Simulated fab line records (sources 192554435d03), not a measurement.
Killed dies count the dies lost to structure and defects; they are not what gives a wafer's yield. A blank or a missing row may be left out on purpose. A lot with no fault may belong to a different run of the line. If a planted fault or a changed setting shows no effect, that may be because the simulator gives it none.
8D (eight disciplines) problem report, filled in by code + flow n5Finfet + the parts of the form that need people (team, actions taken, sign-off) are left out

## 1. THE ISSUE
A mean of 179.9 sccm is read at N5_BEOL_M14_ETCH_59 for h2FlowSccm, taken on 1 wafer of 1 lot, against 200.0 sccm (standard deviation 0.56) on wafers free of any fault. Measured from the usual mean, that is -36 standard deviations.
The step: etches BARC in N2/H2, target depth 89 nm, overetch 26.7 nm, time 67.9 s.
First observed at day 14 14:38: wafer L803.2, on rieDiel-06. The record holds 33 wafers of 11 lots with a number at this step. By rule, "out" or "out of limits" means more than 4 standard deviations away from the usual mean. Any other wafer with a number is counted as sound.

## 2. WHAT IT IS, AND WHAT IT ISN'T
| question                    | is                | is not                                                                    |
|-----------------------------|-------------------|---------------------------------------------------------------------------|
| which readings at this step | h2FlowSccm        | drypumpMotorCurrentA, oesProductAu, rfVppV, showerheadPlenumPTorr         |
| which lots                  | L803              | L788, L789, L790, L792, L793, L794, L795, L796, L807, L811                |
| which wafers of those lots  | L803.2            | L803.4, L803.6                                                            |
| read on which tools         | rieDiel-06        | rieDiel-01, rieDiel-05                                                    |
| when                        | from day 14 14:38 | up to then (26 sound wafers); but 6 sound wafers of L807, L811 came after |

## 3. SUSPECTS, AND WHAT RULES EACH OUT
Counting: any tool at a process step up to the reading remains a suspect provided it ran every lot that is out. Sound lots after the first of them don't rule it out here, since some wafers of a struck lot are sound.
- rieDiel-06 at N5_BEOL_M14_ETCH_59 (etches BARC in N2/H2, target depth 89 nm, overetch 26.7 nm, time 67.9 s): kept. The lot that is out, L803, ran on it at day 14 14:38; the last sound lot it ran before that was L794, at day 12 13:01. Its own h2FlowSccm readings are out on those wafers.
- Within rieDiel-06 at N5_BEOL_M14_ETCH_59: the wafers that are out ran in chamber 2; their sound lot-mates ran in chamber 3.
Left after counting: rieDiel-06 at N5_BEOL_M14_ETCH_59.

## 4. THE CAUSE (what the simulator had put in)
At N5_BEOL_M14_ETCH_59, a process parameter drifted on rieDiel-06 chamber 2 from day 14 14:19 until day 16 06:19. Setting h2FlowSccm, moved by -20, from 200. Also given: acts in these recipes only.
Counting left only this tool.

## 5. SEQUENCE OF EFFECTS, ordered by route
Rows list readings where the struck wafers' mean (over those with a number) sits beyond 3 standard deviations from the usual. Only readings for which the record gives a usual standard deviation are gone through. hours: the time from each lot's start at the first step in this table that gives one to its start at this step, as a median over the lots. sigmas: the change in usual standard deviations.
| hours | step                | reading    | usual      | on struck wafers | change | sigmas |
|-------|---------------------|------------|------------|------------------|--------|--------|
| 0     | N5_BEOL_M14_ETCH_59 | h2FlowSccm | 200.0 sccm | 179.9            | -20.1  | -36    |
It contains these process steps:
- N5_BEOL_M14_ETCH_59: etches BARC in N2/H2, target depth 89 nm, overetch 26.7 nm, time 67.9 s.

## 6. WHAT WOULD HAVE CAUGHT IT SOONER
0 hours passed between the start of the fault at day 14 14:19 and the first reading out of limits in this record, taken at day 14 14:38.
